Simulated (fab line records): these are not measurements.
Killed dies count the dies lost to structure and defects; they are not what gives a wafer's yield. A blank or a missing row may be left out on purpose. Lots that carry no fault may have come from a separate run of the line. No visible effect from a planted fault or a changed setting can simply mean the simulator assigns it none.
Matching of chambers | flow nand harc | NHARC_A_BLC_DESCUM_15 on rie diel-13: 4 sister chambers
The step chemistry O2, time 3 s. 4 wafers are shown with their chamber, then 12 later ones without.

== WAFERS, EACH WITH ITS CHAMBER ==
wafer  | chamber | showerhead plenum p Torr (Torr)
L089.3 | 1       | 2.00
L089.5 | 2       | 1.91
L088.5 | 3       | 2.04
L088.6 | 0       | 1.86

== WAFERS WHOSE CHAMBER IS MISSING ==
wafer  | showerhead plenum p Torr (Torr)
L090.1 | 2.04
L090.2 | 1.99
L090.6 | 2.04
L092.4 | 1.99
L092.5 | 1.91
L092.6 | 2.04
L096.2 | 1.99
L096.5 | 1.91
L096.6 | 2.04
L097.1 | 2.04
L097.2 | 1.86
L097.5 | 1.91

== WHICH CHAMBER EACH WENT THROUGH ==
wafer  | from the rows above | in truth
L090.1 | 3                   | 3
L090.2 | 1                   | 1
L090.6 | 3                   | 3
L092.4 | 1                   | 1
L092.5 | 2                   | 2
L092.6 | 3                   | 3
L096.2 | 1                   | 1
L096.5 | 2                   | 2
L096.6 | 3                   | 3
L097.1 | 3                   | 3
L097.2 | 0                   | 0
L097.5 | 2                   | 2
Correct placement for 12 of the 12. Not placeable from these rows: 0. Number placed wrongly: 0.
How it was worked out, from the rows above alone: a wafer's distance from a chamber is the root of the sum, over the readings, of the square of ((its reading less the chamber's mean) divided by the reading's scatter). If the next closest chamber is less than 2 further off than the closest, the wafer can't be placed; otherwise it belongs to the closest. The mean given for a chamber averages the wafers shown for that chamber. The scatter: with one shown wafer a chamber, the root of the mean of the squares of how far each hidden wafer lies from its nearest shown one.
